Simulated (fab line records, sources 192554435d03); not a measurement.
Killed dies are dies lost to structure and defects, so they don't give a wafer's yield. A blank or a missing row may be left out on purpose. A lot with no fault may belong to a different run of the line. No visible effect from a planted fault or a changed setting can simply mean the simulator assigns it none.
fab line records -- flow n5Finfet
[record] lots = 5, wafers = 12, lastDay = 15
route steps=1938 shown DUMMY_GATE@247 SPACER0@258 SD_EPI_N@262 SD_EPI_P@326 BEOL_M4@1111 PASSIVATION@1936
lots that met no fault: from a run of the same line without faults
startH: hours from the record's opening day to when the first of the lot's shown wafers began -- waitH: time in hours since the lot's previous step -- " unchanged from the row above -- L1.1+2: a single row standing in for several wafers -- - value missing, or start not given -- * or withheld: withheld -- < > ~ a bound
route shown NAME@n: NAME is a module with steps in the file, n the number in the route of the first one -- usual: mean and standard deviation over wafers with no fault -- same: alike in all rows -- chamber/n: place in a boat -- sites: each site's reading -- _std_site: how widely they spread, as a standard deviation -- _edge_site: outer sites' mean less inner sites' -- radiusMm: for every site, how far away it sits from the centre of the wafer -- mask NAME#n: copy n -- behind: the tool/chamber that last shaped the wafer -- hold: what put the lot on hold/how long, in hours/how the hold closed -- device: the n, p or np transistor that did not switch -- end of line: tests of these same wafers at the route's end -- step lacking rows: just its recipe -- killed: not the wafer's yield, but the dies lost to structure and defects at the first sort -- map: shows each die of a wafer: x if killed, . if not, _ if none is there
set.NAME: the setting as run; set.NAME@STEP: as run at that earlier step -- model.NAME: the simulator's own value behind a step, which no gauge read
a table for each step, a row for each wafer; lots at some steps of the route
services: a tool's chamber out of use, with start hour (startH, from the record's first day; less than 0 if before it), hours out, and reason
[[steps]]
[step N5_DUMMY_GATE_ETCH_23]
[recipe] chemistry = HBr/Cl2/O2, HBr_flow_sccm = 150, Cl2_flow_sccm = 80, O2_flow_sccm = 12, biasW = 102, targetDepthA = 410, timeS = 22.3, target = poly-Si, maskMaterial = SiO2, pressureMtorr = 10, icpW = 800
[step N5_DUMMY_GATE_ETCH_44]
[recipe] chemistry = HBr/O2, overEtchFrac = 0.7, targetDepthA = 1275, stopOn = SiO2, ionEnergyEv = 60, biasW = 20, target = poly-Si, maskMaterial = SiO2, pressureMtorr = 20, icpW = 400, HBr_flow_sccm = 120, O2_flow_sccm = 10
[step N5_DUMMY_GATE_ETCH_42]
[recipe] chemistry = CHF3/O2, target = SiO2, targetDepthA = 35, timeS = 31, ionEnergyEv = 30, biasW = 12, pressureMtorr = 30, sourceW = 600, Ar_flow_sccm = 200, CHF3_flow_sccm = 50, O2_flow_sccm = 5
[step N5_DUMMY_GATE_STRIP_48]
[recipe] chemistry = N2/H2, timeS = 20, powerW = 100, tempC = 40, pressureMtorr = 100, rfFrequencyHz = 6e+07, biasPowerW = 3, n2FlowSccm = 300, h2FlowSccm = 300
[step N5_DUMMY_GATE_PRECLEAN_33]
[recipe] chemistry = dHF, timeS = 10, dilution = 750:1, tempC = 25
[step N5_DUMMY_GATE_PRECLEAN_25]
[recipe] chemistry = O3/DIW, timeS = 45, tempC = 22, o3Ppm = 10
[step N5_DUMMY_GATE_PRECLEAN_51]
[recipe] chemistry = SC2, timeS = 45, tempC = 35, mix = 1:1:50
[step N5_DUMMY_GATE_SRD_26]
[recipe] dry = ipaMarangoni, timeS = 30, tempC = 23, rinseLiquid = diw
[step N5_DUMMY_GATE_UV_OZONE_45]
[recipe] timeS = 120, pressureTorr = 760, tempC = 25
[step N5_SPACER0_ALD_07]
[recipe] material = SiNx, targetThkA = 20, tempC = 400, aldPrecursorFamily = SiH2I2, aldCoReactant = N2/H2-plasma, pressureTorr = 2
[step N5_SPACER0_ALD_00]
[recipe] material = SiOCN, targetThkA = 35, tempC = 400, aldPrecursorFamily = alkyl-aminosilane, aldCoReactant = O2/N2-plasma, pulseTimeS = 3, purgeTimeS = 2, coReactantPurgeTimeS = 2, aldCycles = 58, pressureTorr = 2
[usual] aldCycles = 58/0, heaterPowerW = 880/94, precursorPulseHeightRel = 1.000/0.018
lot.wafer,tool,chamber,startH,waitH,aldCycles,heaterPowerW,precursorPulseHeightRel,model.SiOCN_of_SPACER0_ALD_00.thkNm
L399.1,aldSin-03,1,78.19,0.1,67,921,0.991,4
L399.4,aldSin-03,0,78.19,0.1,67,917,0.954,4
L400.2,aldSin-03,1,83.40,0.1,58,899,1.007,3.6
L400.4,aldSin-03,3,83.40,0.1,67,914,1.023,4
L401.2,aldSin-03,1,90.03,0.1,58,933,1.015,3.4
L401.4,aldSin-03,0,90.03,0.1,67,911,0.960,4
L409.1,aldSin-02,3,137.08,0.1,58,906,1.002,3.4
L409.2,aldSin-02,0,137.08,0.1,58,908,1.021,3.4
L409.6,aldSin-02,2,137.08,0.1,58,810,1.018,3.4
L411.3,aldSin-03,1,152.48,0.1,58,928,1.019,3.6
L411.5,aldSin-03,2,152.48,0.1,58,759,1.007,3.4
L411.6,aldSin-03,1,152.48,0.1,58,896,0.984,3.6
[step N5_SPACER0_ALD_08]
[recipe] material = SiNx, targetThkA = 20, tempC = 400, aldPrecursorFamily = SiH2I2, aldCoReactant = N2/H2-plasma, pressureTorr = 2
[step N5_SD_EPI_N_COAT_32]
[recipe] resist = SOC, tempC = 250, timeS = 60, spinRpm = 1500, resistThkNm = 350
[step N5_SD_EPI_N_COAT_33]
[recipe] resist = SiARC, tempC = 220, timeS = 60, spinRpm = 1500, resistThkNm = 35
[step N5_SD_EPI_N_COAT_03]
[recipe] resist = CAR-ArF-block, spinRpm = 1500, resistThkNm = 150
[step N5_SD_EPI_N_EBR_05]
[recipe] solvent = PGMEA, ebrWidthMm = 1.5
[step N5_SD_EPI_N_SOFTBAKE_04]
[recipe] tempC = 110, timeS = 60, resist = CAR-ArF-block
[step N5_SD_EPI_N_EXPOSE_06]
[recipe] maskId = SD_N_BLK, na = 1.35, sourceShape = conventional, sigmaOuter = 0.8, polarization = unpolarized, targetCdNm = 120, doseMj = 39.75
[step N5_SD_EPI_N_PEB_07]
[recipe] pebTempC = 110, pebTimeS = 60, resist = CAR-ArF-block
[step N5_SD_EPI_N_DEVELOP_08]
[recipe] developTimeS = 30, developer = TMAH, resist = CAR-ArF-block, devTempC = 23, rinseLiquid = diw, dry = airSpin
[step N5_SD_EPI_N_DESCUM_14]
[recipe] chemistry = O2, timeS = 7.9, sourcePowerW = 50, biasPowerW = 20, pressureMtorr = 20, rfFrequencyHz = 2.712e+07, tempC = 40, resist = CAR-ArF-block, o2FlowSccm = 225
[step N5_SD_EPI_N_ETCH_34]
[recipe] chemistry = CF4, target = SiARC, targetDepthA = 455, maskMaterial = CAR-ArF-block, timeS = 75.8, ionEnergyEv = 80, pressureMtorr = 40, sourceW = 545, biasW = 36, Ar_flow_sccm = 100, cf4FlowSccm = 100, ends = cleared
[step N5_SD_EPI_N_ETCH_35]
[recipe] chemistry = N2/H2, target = SOC, overetchA = 1080, maskMaterial = SiARC, tempC = 40, ionEnergyEv = 100, sourceW = 3000, biasW = 133, pressureMtorr = 20, timeS = 486, n2FlowSccm = 200, h2FlowSccm = 200
[step N5_SD_EPI_N_STRIP_36]
[recipe] chemistry = N2/H2, tempC = 40, n2FlowSccm = 200, h2FlowSccm = 200, rfFrequencyHz = 6e+07
[step N5_SD_EPI_N_ETCHBACK_44]
[recipe] chemistry = CH3F/O2, mode = anisotropicEtchback, target = SiNx, targetDepthA = 145, stopOn = SiO2, overEtchFrac = 0.3, ionEnergyEv = 120, pressureMtorr = 30, sourceW = 395, biasW = 73, Ar_flow_sccm = 150, CH3F_flow_sccm = 30, O2_flow_sccm = 20
[step N5_SD_EPI_N_ETCH_45]
[recipe] chemistry = CH3F/O2, target = SiOCN, targetDepthA = 60, maskMaterial = SOC, ionEnergyEv = 60, biasW = 29, pressureMtorr = 15, sourceW = 410, Ar_flow_sccm = 150, CH3F_flow_sccm = 30, O2_flow_sccm = 20
[step N5_SD_EPI_N_ETCH_16]
[recipe] chemistry = CHF3/O2, target = SiO2, targetDepthA = 50, maskMaterial = SOC, pressureMtorr = 30, sourceW = 650, biasW = 170, Ar_flow_sccm = 200, CHF3_flow_sccm = 50, O2_flow_sccm = 5, ionEnergyEv = 200
[step N5_SD_EPI_N_STRIP_47]
[recipe] chemistry = CHF3/O2, resist = SiARC, rfFrequencyHz = 6e+07
[step N5_SD_EPI_N_SD_RECESS_17]
[recipe] chemistry = HBr/Cl2/O2, targetDepthA = 410, maskMaterial = SOC, timeS = 23.7, btTimeS = 3, pressureMtorr = 10, icpW = 800, biasW = 112, HBr_flow_sccm = 150, Cl2_flow_sccm = 80, O2_flow_sccm = 12
[step N5_SD_EPI_N_STRIP_38]
[recipe] chemistry = N2/H2, powerW = 1000, tempC = 250, h2Frac = 0.65, overashFraction = 0.3, pressureMtorr = withheld, n2FlowSccm = 1750, h2FlowSccm = 3250
[step N5_SD_EPI_N_WET_ETCH_43]
[recipe] chemistry = dHF, dilution = withheld, timeS = 14, target = SiO2, targetDepthA = 15, tempC = 25
[step N5_SD_EPI_N_STRIP_18]
[recipe] chemistry = SPM, timeS = 750, tempC = 130, h2so4H2o2VolRatio = 4
[step N5_SD_EPI_N_SRD_20]
[recipe] dry = ipaMarangoni, doPpb = 5, timeS = 30, tempC = 23, rinseLiquid = diw
[step N5_SD_EPI_N_PRECLEAN_48]
[recipe] chemistry = NF3:NH3, afsCycles = 2, tempC = 30, timeS = 20, sublimationTempC = 180, sublimationTimeS = 60, pressureTorr = 3, rfPowerW = 30
[step N5_SD_EPI_N_VAPOR_ETCH_50]
[recipe] chemistry = HCl, target = Si, tempC = 775, timeS = 54, pressureTorr = 20, mode = isotropic
[step N5_SD_EPI_N_EPI_21]
[recipe] material = Si:P, dopant = P, tempC = 680, pressureTorr = 255, timeS = 690
[step N5_SD_EPI_P_PRECLEAN_32]
[recipe] chemistry = dHF, timeS = 10, dilution = 500:1, tempC = 25
lot.wafer,tool,chamber,startH,waitH,model.SiOCN_of_SPACER0_ALD_00.thkNm
L399.1+4,wetBench-03,"1,2",88.26,0.0,4
L400.2,wetBench-03,7,92.58,0.0,3.4
L400.4,wetBench-03,5,92.58,0.0,4
L401.2,wetBench-05,0,100.57,0.0,3.4
L401.4,wetBench-05,2,100.57,0.0,4
L409.1+2+6,wetBench-03,"6,4,3",147.05,0.0,3.4
L411.3+5+6,wetBench-06,"3,2,7",161.35,0.0,3.4
[step N5_BEOL_M4_RC_MEAS_101]
[usual] DIBL_N = 36.2/1.5, DIBL_P = 36.2/1.7, IOFF_N = 0.155/0.021, IOFF_P = 0.216/0.026, ION_N = 674/11, ION_P = 464/6.8, REXT_N = 75.5/1.6, REXT_P = 100.0/2.4, SS_N = 71.5/0.56, SS_P = 73.3/0.6, VT_N = 250.2/2.6, VT_P = -249.3/2.5
lot.wafer,tool,chamber,startH,waitH,DIBL_N[mV/V],DIBL_P[mV/V],IOFF_N[nA/um],IOFF_P[nA/um],ION_N[uA/um],ION_P[uA/um],REXT_N[ohm.um],REXT_P[ohm.um],SS_N[mV/dec],SS_P[mV/dec],VT_N[mV],VT_P[mV]
L399.1,prober-02,0,195.25,0.0,32.3,33.7,0.110,0.143,655,446,81.5,108.6,71.5,72.4,255.7,-256.7
L399.4,prober-02,0,195.25,0.0,33.4,34.4,0.120,0.155,657,448,82.8,107.9,71.3,73.3,254.9,-256.5
L400.2,prober-01,0,200.41,0.5,37.9,40.2,0.188,0.252,682,466,76.8,103.2,71.2,75.0,246.2,-248.4
L400.4,prober-01,0,200.41,0.5,34.7,37.0,0.129,0.180,664,458,83.1,109.0,71.4,73.7,252.5,-255.6
L401.2,prober-02,0,202.76,0.2,38.4,39.2,0.201,0.289,687,477,76.1,104.3,72.8,74.4,246.9,-244.3
L401.4,prober-02,0,202.76,0.2,33.4,34.3,0.116,0.187,657,456,81.9,111.8,71.2,72.7,255.4,-249.7
L409.1,prober-01,0,258.57,0.0,36.8,36.9,0.143,0.209,668,463,77.0,93.2,71.6,73.2,254.0,-250.6
L409.2,prober-01,0,258.57,0.0,36.8,36.8,0.154,0.209,672,456,76.8,93.9,71.5,73.4,251.8,-251.0
L409.6,prober-01,0,258.57,0.0,37.7,38.1,0.171,0.222,664,454,77.0,94.9,71.5,73.3,252.9,-249.7
L411.3,prober-01,0,271.46,0.3,38.9,38.7,0.213,0.273,674,463,73.6,100.6,72.2,75.0,246.9,-244.7
L411.5,prober-01,0,271.46,0.3,37.7,37.6,0.184,0.259,681,470,73.6,101.1,71.6,73.5,248.7,-245.1
L411.6,prober-01,0,271.46,0.3,35.6,36.0,0.155,0.222,683,473,72.9,101.3,71.5,73.6,248.5,-245.9
[step N5_PASSIVATION_PROBE_49]
[usual] defectLimitedYield = 91.3/1.3, killed_at_M0_to_M3 = 32/11, killed_at_M4_up = 15/5.6, killedAtContacts = 12/6, killedAtFrontEnd = 40/11, killedAtOther = 3.5/2.6, killedDies = 102/15, killedOpen = 67/12, killedShort = 34/7.3, sort_bin_5_function = 5.1/0.85, sort_bin_6_memory = 3.2/0.61, sortNPass = 1078/15, sortYieldPct = 91.3/1.3
[same] grossDies = 1180, killedAtBackSide = 0, sort_bin_4_leakage[%] = 0, sort_bin_8_speed[%] = 0
lot.wafer,tool,chamber,startH,waitH,defectLimitedYield[%],killed_at_M0_to_M3,killed_at_M4_up,killedAtContacts,killedAtFrontEnd,killedAtOther,killedDies,killedOpen,killedShort,sort_bin_5_function[%],sort_bin_6_memory[%],sortNPass,sortYieldPct[%]
L411.3,prober-02,-,361.10,0.1,91.2,25,22,10,42,5,104,72,32,6.0,2.6,1076,91.2
L411.5,prober-02,-,361.20,0.2,91.2,32,23,17,30,2,104,68,35,5.5,3.1,1076,91.2
L411.6,prober-02,-,361.25,0.3,90.9,33,25,11,31,7,107,74,31,5.5,3.3,1073,90.9
// killed by level:class
L411.3 BEOL_M4:geometricParticle:open=12 MOL_CONTACT_COAG:geometricParticle:open=9 FIN_SAQP:geometricParticle:open=8 FIN_SAQP:geometricParticle:short=6 STI_FIN_REVEAL:geometricParticle:open=6 GATE_CUT:geometricParticle:short=6 BEOL_M0:geometricParticle:short=5 ILD0:geometricParticle:open=4
L411.5 MOL_CONTACT_COAG:geometricParticle:open=16 BEOL_M4:geometricParticle:open=14 BEOL_M2:geometricParticle:open=7 BEOL_M0_SAQP:geometricParticle:open=6 BEOL_M2:geometricParticle:short=6 STI_FIN_REVEAL:geometricParticle:open=5 BEOL_M0:geometricParticle:short=5 FIN_SAQP:geometricParticle:short=4
L411.6 BEOL_M4:geometricParticle:open=17 MOL_CONTACT_COAG:geometricParticle:open=10 FIN_SAQP:geometricParticle:short=7 BEOL_M2:geometricParticle:open=7 BEOL_M0_SAQP:geometricParticle:open=6 BEOL_M1:geometricParticle:open=6 FIN_SAQP:geometricParticle:open=5 STI_FIN_REVEAL:geometricParticle:open=5
[[services]]
tool,chamber,startH,hours,kind
aldSin-02,2,75.94,10.8,repair
aldSin-02,0,119.88,8.3,repair
[[key]]
[firstSign] step = N5_SPACER0_ALD_00, reading = aldCycles, direction = up, sigmas = 99+, usual = *, struck = *
[effect] step = N5_BEOL_M4_RC_MEAS_101, reading = REXT_N, direction = up, sigmas = 4.4, usual = 75.5, struck = 82.3
[effect] step = N5_BEOL_M4_RC_MEAS_101, reading = REXT_P, direction = up, sigmas = 3.9, usual = 100.0, struck = 109.3
[effect] step = N5_BEOL_M4_RC_MEAS_101, reading = VT_P, direction = down, sigmas = 2.1, usual = -249.3, struck = -254.6
[effect] step = N5_BEOL_M4_RC_MEAS_101, reading = IOFF_P, direction = down, sigmas = 1.9, usual = 0.216, struck = 0.166, wafersMoved = 2
[effect] step = N5_BEOL_M4_RC_MEAS_101, reading = DIBL_N, direction = down, sigmas = 1.8, usual = 36.2, struck = 33.4
[effect] step = N5_BEOL_M4_RC_MEAS_101, reading = ION_P, direction = down, sigmas = 1.8, usual = 464, struck = 452
[modelEffect] step = N5_SPACER0_ALD_00, value = SiOCN_of_SPACER0_ALD_00.thkNm, without = 3.55, struck = 4
[modelEffect] step = N5_SD_EPI_P_PRECLEAN_32, value = SiOCN_of_SPACER0_ALD_00.thkNm, without = 3.4, struck = 4
metAt N5_SPACER0_ALD_00
struckWafers L399.1,L399.4,L400.4,L401.4
[fault] kind = processParameterDrift, tool = aldSin-03, chamber = -, onsetH = 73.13, steps = N5_SPACER0_ALD_00, channel = aldCycles, offset = *, shape = step, endH = 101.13, scope = struckWafersOnly, actsIn = *, stated = *
